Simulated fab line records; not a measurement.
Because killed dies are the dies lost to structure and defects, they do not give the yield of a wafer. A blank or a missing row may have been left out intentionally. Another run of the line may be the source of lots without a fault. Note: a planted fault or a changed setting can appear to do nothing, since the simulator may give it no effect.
Matching of chambers | flow nandHarc | NHARC_A_SGD_CUT_DEP_00 on pecvd-03 has 3 sister chambers
The step deposits SiNx, target thk 50 nm. 20 wafers are shown with their chamber, then 10 later ones without.

== WAFERS WITH THEIR CHAMBER ==
wafer  | chamber | heaterPowerW (W)
L075.1 | 2       | 728
L075.5 | 2       | 709
L075.6 | 1       | 806
L078.1 | 2       | 689
L078.5 | 0       | 785
L078.6 | 1       | 831
L076.2 | 1       | 902
L076.4 | 1       | 881
L076.6 | 0       | 822
L079.1 | 0       | 875
L079.2 | 1       | 895
L079.4 | 2       | 629
L083.1 | 2       | 715
L083.2 | 0       | 911
L083.5 | 2       | 708
L093.2 | 0       | 804
L093.5 | 0       | 807
L093.6 | 2       | 647
L093.1 | 2       | 655
L093.3 | 1       | 905

SIGNATURES (means of the wafers above)
reading      | chamber 0 | chamber 1 | chamber 2 | scatter within a chamber
heaterPowerW | 834.00    | 870.00    | 685.00    | 41.8
Rule: for a wafer and a chamber, the distance is found by dividing, reading by reading, the gap between the wafer's reading and the chamber's mean by the reading's scatter, squaring, summing and taking the root. The wafer belongs to the nearest chamber; if the next one is less than 2 further off, it can't be placed. The scatter: the root of (the sum of the squares of (reading less its chamber's mean) over the shown wafers, divided by (wafers less chambers)).

== WAFERS MISSING THEIR CHAMBER ==
wafer  | heaterPowerW (W)
L093.4 | 885
L094.1 | 662
L094.3 | 830
L094.4 | 780
L092.1 | 850
L092.2 | 847
L092.4 | 833
L096.2 | 900
L096.4 | 730
L096.6 | 911

== EACH ONE'S CHAMBER ==
wafer  | from the rows above          | in truth
L093.4 | can't be placed: 1 or 0      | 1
L094.1 | 2                            | 2
L094.3 | can't be placed: 0 or 1      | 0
L094.4 | can't be placed: 0 or 1 or 2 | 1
L092.1 | can't be placed: 0 or 1      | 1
L092.2 | can't be placed: 0 or 1      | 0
L092.4 | can't be placed: 0 or 1      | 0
L096.2 | can't be placed: 1 or 0      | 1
L096.4 | can't be placed: 2 or 0      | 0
L096.6 | can't be placed: 1 or 0      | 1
Correctly placed: 1 of 10. From these rows, 9 cannot be placed; in 9 the true chamber is one of the candidates. Wrongly placed: 0.
